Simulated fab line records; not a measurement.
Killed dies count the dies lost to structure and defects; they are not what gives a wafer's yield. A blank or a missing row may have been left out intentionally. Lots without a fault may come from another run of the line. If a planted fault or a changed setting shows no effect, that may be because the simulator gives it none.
fab line records | flow nand_harc
record lots=14 | wafers=42 | last_day=31
route steps=1302 shown P_BONDPAD@381 A_ZERO_WELL@404 A_SOURCE_PLATE@420 A_ONON_D1@426
lots with no fault: from the same line, run without faults
start_h: start of the lot's first displayed wafer, in hours after the record's first day | wait_h: how many hours have passed since the lot's step before this one | " as in the row above | L1.1+2: a single row standing in for several wafers | - value missing, or start not given | * or withheld: withheld | < > ~ a bound
route shown NAME@n: NAME is a module with steps in the file, n the number in the route of the first one | usual: average and standard deviation across the fault-free wafers | same: alike in all rows | chamber/n: place in a boat | sites: readings site by site | _std_site: standard deviation of those values | _edge_site: inner sites' mean taken away from outer sites' mean | radius_mm: for every site, how far away it sits from the centre of the wafer | mask NAME#n: copy n | behind: the tool/chamber that last shaped the wafer | hold: cause of the lot's hold/its duration in hours/its outcome | device: transistor that didn't switch, given as n, p or np | end of line: the route-end tests of the same wafers | a step with no rows: only its recipe | killed: count of dies lost to structure and defects at first sort (not the wafer's yield) | map: shows each die of a wafer: x if killed, . if not, _ if none is there
set.NAME: the setting the step ran with; set.NAME@STEP: the setting that earlier step ran with | model.NAME: the simulator's own value behind a step, which no gauge read
one table for each step of the route and one row for each wafer, over a sample of lots
services: when a tool's chamber went out of use (start_h, in hours from the record's first day, below 0 if earlier), for how many hours, and the reason
## steps
# step NHARC_P_BONDPAD_THK_MEAS_20
# recipe thk_meas_gauge=xrf
# usual thk_nm=160.7/1.3
lot.wafer | tool          | chamber | start_h | wait_h | thk_nm
L933.2    | film_metro-02 | -       | 142.73  | -      | 160.6
L933.4    | "             | -       | "       | "      | 161.4
L933.6    | "             | -       | "       | "      | 160.2
L934.1    | film_metro-02 | -       | 150.70  | -      | 158.5
L934.5    | "             | -       | "       | "      | 160.1
L934.6    | "             | -       | "       | "      | 161.0
L935.1    | film_metro-01 | -       | 154.84  | -      | 160.2
L935.2    | "             | -       | "       | "      | 158.7
L935.3    | "             | -       | "       | "      | 160.7
L936.2    | film_metro-02 | -       | 168.86  | -      | 161.1
L936.3    | "             | -       | "       | "      | 161.1
L936.4    | "             | -       | "       | "      | 161.6
L938.1    | film_metro-02 | -       | 195.03  | -      | 159.0
L938.2    | "             | -       | "       | "      | 157.4
L938.6    | "             | -       | "       | "      | 160.1
L939.1    | film_metro-02 | -       | 197.97  | -      | 162.3
L939.2    | "             | -       | "       | "      | 160.0
L939.4    | "             | -       | "       | "      | 160.1
L942.2    | film_metro-02 | -       | 229.99  | -      | 157.7
L942.3    | "             | -       | "       | "      | 162.2
L942.4    | "             | -       | "       | "      | 161.0
L943.1    | film_metro-01 | -       | 230.46  | -      | 160.2
L943.2    | "             | -       | "       | "      | 160.8
L943.6    | "             | -       | "       | "      | 162.1
L944.1    | film_metro-01 | -       | 246.41  | -      | 161.4
L944.4    | "             | -       | "       | "      | 159.5
L944.6    | "             | -       | "       | "      | 161.6
L945.2    | film_metro-01 | -       | 255.21  | -      | 161.5
L945.4    | "             | -       | "       | "      | 162.1
L945.6    | "             | -       | "       | "      | 160.5
L946.1    | film_metro-01 | -       | 267.13  | -      | 161.9
L946.2    | "             | -       | "       | "      | 159.8
L946.3    | "             | -       | "       | "      | 162.4
L948.3    | film_metro-02 | -       | 282.80  | -      | 159.5
L948.4    | "             | -       | "       | "      | 160.5
L948.6    | "             | -       | "       | "      | 159.2
L949.2    | film_metro-02 | -       | 297.03  | -      | 160.6
L949.3    | "             | -       | "       | "      | 160.7
L949.6    | "             | -       | "       | "      | 159.0
L950.1    | film_metro-01 | -       | 311.21  | -      | 160.9
L950.4    | "             | -       | "       | "      | 161.7
L950.5    | "             | -       | "       | "      | 163.6
# step NHARC_A_ZERO_WELL_ETCH_19
# recipe target_depth_a=800 | overetch_a=240 | time_s=87.88 | ion_energy_ev=200 | n2_flow_sccm=150 | h2_flow_sccm=150 | ar_flow_sccm=0 | rf_w=400 | bias_w=150 | chemistry=N2/H2
# usual drypump_motor_current_A=5.9/0.55 | oes_product_au=1.002/0.0082 | rf_vpp_V=430.1/1.7 | showerhead_plenum_p_Torr=2.02/0.06 | throttle_valve_pct=14.172/0.0094
# same time_s=87.88
lot.wafer | tool        | chamber | start_h | wait_h | drypump_motor_current_A | oes_product_au | rf_hours_counter_h | rf_vpp_V | showerhead_plenum_p_Torr | throttle_valve_pct
L933.4    | rie_diel-05 | 3       | 144.49  | 0.1    | 5.3                     | 1.004          | 3                  | 427.4    | 1.94                     | 14.170
L933.2    | "           | 2       | "       | "      | 6.0                     | 1.003          | 2                  | 430.3    | 2.03                     | 14.177
L933.6    | "           | 3       | "       | "      | 5.3                     | 1.005          | -                  | 427.9    | 1.94                     | 14.169
L934.1    | rie_diel-05 | 2       | 152.37  | 0.1    | 6.0                     | 1.009          | 3                  | 431.7    | 2.03                     | 14.163
L934.6    | "           | 3       | "       | "      | 5.3                     | 1.013          | -                  | 429.8    | 1.94                     | 14.167
L934.5    | "           | 0       | "       | "      | 6.9                     | 1.010          | -                  | 429.7    | 2.03                     | 14.190
L935.2    | rie_diel-12 | 2       | 156.65  | 0.1    | 5.6                     | 0.992          | 10                 | 431.9    | 2.05                     | 14.189
L935.1    | "           | 3       | "       | "      | 6.5                     | 0.994          | 5                  | 433.2    | 2.12                     | 14.169
L935.3    | "           | 0       | "       | "      | 6.0                     | 0.992          | 9                  | 431.0    | 2.06                     | 14.175
L936.3    | rie_diel-12 | 2       | 170.61  | 0.1    | 5.6                     | 1.000          | 12                 | 431.8    | 2.05                     | 14.174
L936.4    | "           | 3       | "       | "      | 6.5                     | 0.996          | 6                  | 433.1    | 2.12                     | 14.177
L936.2    | "           | 1       | "       | "      | 5.7                     | 0.989          | 7                  | 434.2    | 2.16                     | 14.170
L938.1    | rie_diel-05 | 3       | 196.79  | 0.1    | 5.3                     | 1.006          | 4                  | 428.4    | 1.94                     | 14.164
L938.2    | "           | 0       | "       | "      | 6.9                     | 1.008          | 4                  | 428.9    | 2.03                     | 14.152
L938.6    | "           | 3       | "       | "      | 5.3                     | 1.015          | -                  | 429.6    | 1.94                     | 14.175
L939.1    | rie_diel-05 | 2       | 199.63  | 0.1    | 6.0                     | 1.017          | 4                  | 430.8    | 2.03                     | 14.165
L939.4    | "           | 3       | "       | "      | 5.4                     | 1.016          | 4                  | 427.5    | 1.94                     | 14.168
L939.2    | "           | 0       | "       | "      | 6.9                     | 1.006          | 4                  | 431.5    | 2.03                     | 14.169
L942.2    | rie_diel-12 | 1       | 231.64  | 0.1    | 5.7                     | 0.994          | 18                 | 434.7    | 2.16                     | 14.174
L942.3    | "           | 2       | "       | "      | 5.6                     | 0.996          | 22                 | 430.3    | 2.04                     | 14.177
L942.4    | "           | 3       | "       | "      | 6.6                     | 0.989          | 17                 | 432.3    | 2.11                     | 14.170
L943.1    | rie_diel-12 | 1       | 232.26  | 0.1    | 5.7                     | 0.977          | 18                 | 433.2    | 2.16                     | 14.177
L943.2    | "           | 2       | "       | "      | 5.6                     | 0.994          | 22                 | 429.9    | 2.04                     | 14.173
L943.6    | "           | 1       | "       | "      | 5.7                     | 0.987          | -                  | 432.9    | 2.16                     | 14.179
L944.1    | rie_diel-05 | 2       | 248.22  | 0.1    | 6.0                     | 1.010          | 0                  | 429.3    | 2.03                     | 14.170
L944.6    | "           | 1       | "       | "      | 6.1                     | 1.006          | -                  | 428.6    | 2.02                     | 14.172
L944.4    | "           | 3       | "       | "      | 5.3                     | 0.999          | -                  | 428.1    | 1.94                     | 14.161
L945.2    | rie_diel-12 | 2       | 256.97  | 0.1    | 5.6                     | 1.010          | 27                 | 431.4    | 2.04                     | 14.200
L945.4    | "           | 3       | "       | "      | 6.6                     | 1.000          | 22                 | 432.3    | 2.11                     | 14.165
L945.6    | "           | 3       | "       | "      | 6.5                     | 1.004          | -                  | 432.1    | 2.11                     | 14.181
L946.3    | rie_diel-05 | 0       | 268.92  | 0.1    | 6.9                     | 0.995          | 0                  | 432.2    | 2.03                     | 14.159
L946.2    | "           | 1       | "       | "      | 6.0                     | 1.002          | 1                  | 429.9    | 2.02                     | 14.176
L946.1    | "           | 2       | "       | "      | 6.0                     | 1.005          | 1                  | 430.2    | 2.03                     | 14.164
L948.3    | rie_diel-04 | 1       | 284.46  | 0.1    | 4.9                     | 1.000          | 34                 | 430.5    | 1.97                     | 14.187
L948.4    | "           | 3       | "       | "      | 5.4                     | 0.997          | 29                 | 429.8    | 2.01                     | 14.167
L948.6    | "           | 0       | "       | "      | 5.4                     | 0.997          | -                  | 427.7    | 1.91                     | 14.187
L949.3    | rie_diel-05 | 0       | 298.81  | 0.1    | 6.9                     | 1.019          | 2                  | 431.2    | 2.03                     | 14.174
L949.2    | "           | 3       | "       | "      | 5.3                     | 1.016          | 2                  | 428.3    | 1.94                     | 14.156
L949.6    | "           | 1       | "       | "      | 6.1                     | 1.006          | -                  | 430.6    | 2.01                     | 14.173
L950.1    | rie_diel-12 | 3       | 312.99  | 0.1    | 6.6                     | 0.997          | 5                  | 433.4    | 2.11                     | 14.170
L950.4    | "           | 1       | "       | "      | 5.7                     | 0.994          | 6                  | 434.6    | 2.16                     | 14.164
L950.5    | "           | 3       | "       | "      | 6.6                     | 1.003          | -                  | 432.0    | 2.11                     | 14.190
# step NHARC_A_SOURCE_PLATE_THK_MEAS_06
# recipe thk_meas_gauge=ellipsometry
# usual thk_nm=199.2/1.9
lot.wafer | tool          | chamber | start_h | wait_h | thk_nm
L933.2    | film_metro-02 | -       | 168.44  | 0.4    | 200.8
L933.4    | "             | -       | "       | "      | 201.3
L933.6    | "             | -       | "       | "      | 199.7
L934.1    | film_metro-01 | -       | 173.78  | 0.4    | 199.5
L934.5    | "             | -       | "       | "      | 199.4
L934.6    | "             | -       | "       | "      | 199.7
L935.1    | film_metro-01 | -       | 177.96  | 0.4    | 200.6
L935.2    | "             | -       | "       | "      | 200.4
L935.3    | "             | -       | "       | "      | 199.3
L936.2    | film_metro-02 | -       | 191.79  | 0.4    | 198.5
L936.3    | "             | -       | "       | "      | 198.4
L936.4    | "             | -       | "       | "      | 198.0
L938.1    | film_metro-01 | -       | 222.10  | 0.4    | 199.0
L938.2    | "             | -       | "       | "      | 198.2
L938.6    | "             | -       | "       | "      | 198.1
L939.1    | film_metro-02 | -       | 222.10  | 0.4    | 199.4
L939.2    | "             | -       | "       | "      | 200.4
L939.4    | "             | -       | "       | "      | 202.0
L943.1    | film_metro-02 | -       | 255.43  | 0.4    | 199.8
L943.2    | "             | -       | "       | "      | 201.1
L943.6    | "             | -       | "       | "      | 201.0
L942.2    | film_metro-01 | -       | 255.43  | 0.4    | 201.0
L942.3    | "             | -       | "       | "      | 199.8
L942.4    | "             | -       | "       | "      | 198.8
L944.1    | film_metro-02 | -       | 269.25  | 0.4    | 199.9
L944.4    | "             | -       | "       | "      | 198.7
L944.6    | "             | -       | "       | "      | 198.9
L945.2    | film_metro-02 | -       | 278.60  | 0.4    | 198.8
L945.4    | "             | -       | "       | "      | 199.5
L945.6    | "             | -       | "       | "      | 196.7
L946.1    | film_metro-01 | -       | 290.95  | 0.4    | 200.9
L946.2    | "             | -       | "       | "      | 201.0
L946.3    | "             | -       | "       | "      | 198.5
L948.3    | film_metro-01 | -       | 306.03  | 0.4    | 199.3
L948.4    | "             | -       | "       | "      | 199.5
L948.6    | "             | -       | "       | "      | 200.9
L949.2    | film_metro-02 | -       | 325.24  | 0.4    | 201.6
L949.3    | "             | -       | "       | "      | 200.9
L949.6    | "             | -       | "       | "      | 201.5
L950.1    | film_metro-02 | -       | 333.94  | 0.4    | 196.3
L950.4    | "             | -       | "       | "      | 195.3
L950.5    | "             | -       | "       | "      | 198.6
# step NHARC_A_ONON_D1_DEP_03
# recipe target_thk_a=10000 | n2_flow_sccm=2750 | n2o_flow_sccm=2000 | nh3_flow_sccm=500 | sih4_flow_sccm=210 | temp_c=400
lot.wafer  | tool          | chamber | start_h | wait_h
L933.2+4+6 | pecvd_onon-02 | 0       | 169.21  | 0.1
L934.1+5+6 | pecvd_onon-02 | 0       | 174.54  | 0.1
L935.1+2+3 | pecvd_onon-02 | 0       | 178.65  | 0.1
L936.2+3+4 | pecvd_onon-03 | 0       | 192.57  | 0.1
L939.1+2+4 | pecvd_onon-02 | 0       | 222.79  | 0.1
L938.1+2+6 | pecvd_onon-04 | 0       | 222.80  | 0.1
L943.1+2+6 | pecvd_onon-02 | 0       | 256.13  | 0.1
L942.2+3+4 | pecvd_onon-04 | 0       | 256.20  | 0.1
L944.1+4+6 | pecvd_onon-04 | 0       | 269.99  | 0.1
L945.2+4+6 | pecvd_onon-03 | 0       | 279.37  | 0.1
L946.1+2+3 | pecvd_onon-04 | 0       | 291.65  | 0.1
L948.3+4+6 | pecvd_onon-02 | 0       | 306.85  | 0.2
L949.2+3+6 | pecvd_onon-03 | 0       | 326.04  | 0.1
L950.1+4+5 | pecvd_onon-03 | 0       | 334.74  | 0.1
# step NHARC_A_ONON_D1_THK_MEAS_05
# recipe thk_meas_gauge=ellipsometry
# usual thk_nm=997/12
lot.wafer | tool          | chamber | start_h | wait_h | thk_nm
L933.2    | film_metro-01 | -       | 169.67  | -      | 1001
L933.4    | "             | -       | "       | "      | 1002
L933.6    | "             | -       | "       | "      | 1002
L934.1    | film_metro-02 | -       | 175.05  | -      | 1000
L934.5    | "             | -       | "       | "      | 999
L934.6    | "             | -       | "       | "      | 999
L935.1    | film_metro-01 | -       | 179.16  | -      | 991
L935.2    | "             | -       | "       | "      | 987
L935.3    | "             | -       | "       | "      | 988
L936.2    | film_metro-02 | -       | 193.02  | -      | 1001
L936.3    | "             | -       | "       | "      | 1001
L936.4    | "             | -       | "       | "      | 1003
L939.1    | film_metro-02 | -       | 223.30  | -      | 1002
L939.2    | "             | -       | "       | "      | 1002
L939.4    | "             | -       | "       | "      | 1001
L938.1    | film_metro-01 | -       | 223.31  | -      | 998
L938.2    | "             | -       | "       | "      | 999
L938.6    | "             | -       | "       | "      | 997
L943.1    | film_metro-02 | -       | 256.64  | -      | 1002
L943.2    | "             | -       | "       | "      | 1003
L943.6    | "             | -       | "       | "      | 1002
L942.2    | film_metro-01 | -       | 256.65  | -      | 997
L942.3    | "             | -       | "       | "      | 998
L942.4    | "             | -       | "       | "      | 998
L944.1    | film_metro-02 | -       | 270.50  | -      | 991
L944.4    | "             | -       | "       | "      | 991
L944.6    | "             | -       | "       | "      | 993
L945.2    | film_metro-01 | -       | 279.82  | -      | 1022
L945.4    | "             | -       | "       | "      | 1020
L945.6    | "             | -       | "       | "      | 1022
L946.1    | film_metro-01 | -       | 292.17  | -      | 975
L946.2    | "             | -       | "       | "      | 977
L946.3    | "             | -       | "       | "      | 976
L948.3    | film_metro-02 | -       | 307.25  | -      | 995
L948.4    | "             | -       | "       | "      | 996
L948.6    | "             | -       | "       | "      | 995
L949.2    | film_metro-01 | -       | 326.49  | -      | 1022
L949.3    | "             | -       | "       | "      | 576
L949.6    | "             | -       | "       | "      | 1024
L950.1    | film_metro-02 | -       | 335.24  | -      | 544
L950.4    | "             | -       | "       | "      | 991
L950.5    | "             | -       | "       | "      | 993
## services
tool          | chamber | start_h | hours | kind
pecvd_onon-04 | -       | 130.00  | 13.0  | pm
rie_diel-12   | 3       | 132.53  | 15.9  | repair
rie_diel-05   | 0       | 135.14  | -     | clean
rie_diel-05   | 1       | 135.14  | -     | clean
rie_diel-05   | 2       | 135.14  | -     | clean
rie_diel-05   | 3       | 135.14  | -     | clean
rie_diel-12   | 1       | 137.72  | 19.1  | repair
rie_diel-05   | 0       | 159.64  | -     | clean
rie_diel-05   | 1       | 159.64  | -     | clean
rie_diel-05   | 2       | 159.64  | -     | clean
rie_diel-05   | 3       | 159.64  | -     | clean
rie_diel-12   | 3       | 166.26  | 2.0   | repair
rie_diel-05   | 0       | 184.14  | -     | clean
pecvd_onon-02 | -       | 185.00  | 13.0  | pm
rie_diel-04   | -       | 190.78  | 9.0   | pm
rie_diel-05   | 1       | 219.47  | 2.8   | repair
pecvd_onon-03 | -       | 227.00  | 13.0  | pm
rie_diel-05   | -       | 229.64  | 9.0   | pm
rie_diel-05   | 0       | 245.66  | 4.3   | repair
rie_diel-12   | -       | 268.52  | 9.0   | pm
rie_diel-04   | 0       | 307.22  | 5.0   | repair
pecvd_onon-04 | -       | 311.00  | 13.0  | pm
rie_diel-05   | 2       | 322.97  | 4.2   | repair
rie_diel-12   | 1       | 334.90  | 2.0   | repair
## key
first_sign step=NHARC_A_ONON_D1_THK_MEAS_05 | reading=thk_nm | direction=down | sigmas=38 | usual=997 | struck=560
effect none on later readings
met_at NHARC_A_ONON_D1_DEP_03
struck_lots L949,L950
struck_wafers L949.3,L950.1
later_rows_left_out L949.3,L950.1
sort_left_out L949.3,L950.1
tester_left_out L949,L950
not_acting_at NHARC_P_BONDPAD_THK_MEAS_20,NHARC_A_ZERO_WELL_ETCH_19,NHARC_A_SOURCE_PLATE_THK_MEAS_06
onset_between 279.37 326.04
fault kind=process_parameter_drift | tool=pecvd_onon-03 | chamber=- | onset_h=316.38 | steps=NHARC_A_ONON_D1_DEP_03 | channel=target_thk_a | offset=* | shape=step | end_h=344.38 | scope=struck_wafers_only | acts_in=* | stated=*
# tester_left_out: of these lots the tester's yield and bins aren't shown, on N5 and GAA mostly nor the transistor test; their killed dies are dies lost to structure and defects alone, not to doping, threshold or leakage, so they don't give the yield
# sort_left_out: the simulated sort isn't trusted on such a fault, so these wafers' sort isn't shown, and their yield isn't known
# later_rows_left_out: the simulator's readings of these wafers behind a module that went badly wrong aren't trusted and aren't shown, but for the sort
